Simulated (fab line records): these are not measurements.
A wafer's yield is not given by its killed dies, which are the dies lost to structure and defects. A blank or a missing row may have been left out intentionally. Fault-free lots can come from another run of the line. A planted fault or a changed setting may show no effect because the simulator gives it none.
Which tool is to blame? -- flow nand harc -- 18 wafers from 6 lots sampled at 3 of the route's 1302 steps

## WHAT THE GAUGES SHOWED, per wafer
NHARC_A_ONON_D1_THK_MEAS_30: measures by ellipsometry.
lot,measured,on,thk nm (nm)
L204,day 9 00:29,film metro-01,1012 1011 1012
L206,day 10 01:10,film metro-02,999 998 997
L210,day 11 18:43,film metro-01,1001 1000 1001
L212,day 12 08:24,film metro-02,1001 1003 1001
L218,day 15 01:13,film metro-02,1544 1545 1547 1545 1546 1545
L224,day 17 06:10,film metro-01,994 995 996

## WHAT TOOL EACH LOT RAN ON (gives the tool, then ch and the chambers of the sampled wafers, and finally the start)
lot,NHARC_A_ZERO_WELL_DESCUM_12,NHARC_A_ONON_D1_DEP_28
L204,"rie diel-10 ch 0,2,3, day 7 13:28","pecvd onon-03 ch 0, day 9 00:09"
L206,"rie diel-10 ch 1,2, day 8 13:24","pecvd onon-03 ch 0, day 10 00:43"
L210,"rie diel-10 ch 0,1,3, day 10 04:38","pecvd onon-02 ch 0, day 11 18:12"
L212,"rie diel-10 ch 2,3, day 10 19:59","pecvd onon-02 ch 0, day 12 07:53"
L218,"rie diel-10 ch 0,1,3, day 13 09:44","pecvd onon-03 ch 0, day 15 00:43"
L224,"rie diel-10 ch 0,1, day 15 21:02","pecvd onon-02 ch 0, day 17 05:43"
- NHARC_A_ZERO_WELL_DESCUM_12: chemistry O2, time 3 s.
- NHARC_A_ONON_D1_DEP_28: target thk 1000 nm.

## THE ANSWER, worked out from the rows above alone
Rule: the usual values come from the lots themselves. Put in order of their means at a reading, lots are off if they are a third of the lots or fewer, leave a main group of 4 or more, and stand apart from it by a gap of 3 or more times the standard deviation of the main group's means; of several such gaps the widest counts. A main group whose means are all the same, to the digits that the tables above print for the reading, isn't used. A lot without any number at a reading at which 4 lots or more have one is off too. All remaining lots with rows at the step are treated as sound.
Off, at NHARC_A_ONON_D1_THK_MEAS_30 on thk nm: L218. Main group: mean 1001 nm, sd 5.6.
If a tool, at a process step before that reading, ran all the lots that are off and no sound lot after the first of them, it fits. Those tools and the gauges at NHARC_A_ONON_D1_THK_MEAS_30 are tried in the same way. This does not decide it: 2 tools fit, namely pecvd onon-03 at NHARC_A_ONON_D1_DEP_28 and film metro-02 at NHARC_A_ONON_D1_THK_MEAS_30.

## WHAT WAS PUT IN BY THE SIMULATOR
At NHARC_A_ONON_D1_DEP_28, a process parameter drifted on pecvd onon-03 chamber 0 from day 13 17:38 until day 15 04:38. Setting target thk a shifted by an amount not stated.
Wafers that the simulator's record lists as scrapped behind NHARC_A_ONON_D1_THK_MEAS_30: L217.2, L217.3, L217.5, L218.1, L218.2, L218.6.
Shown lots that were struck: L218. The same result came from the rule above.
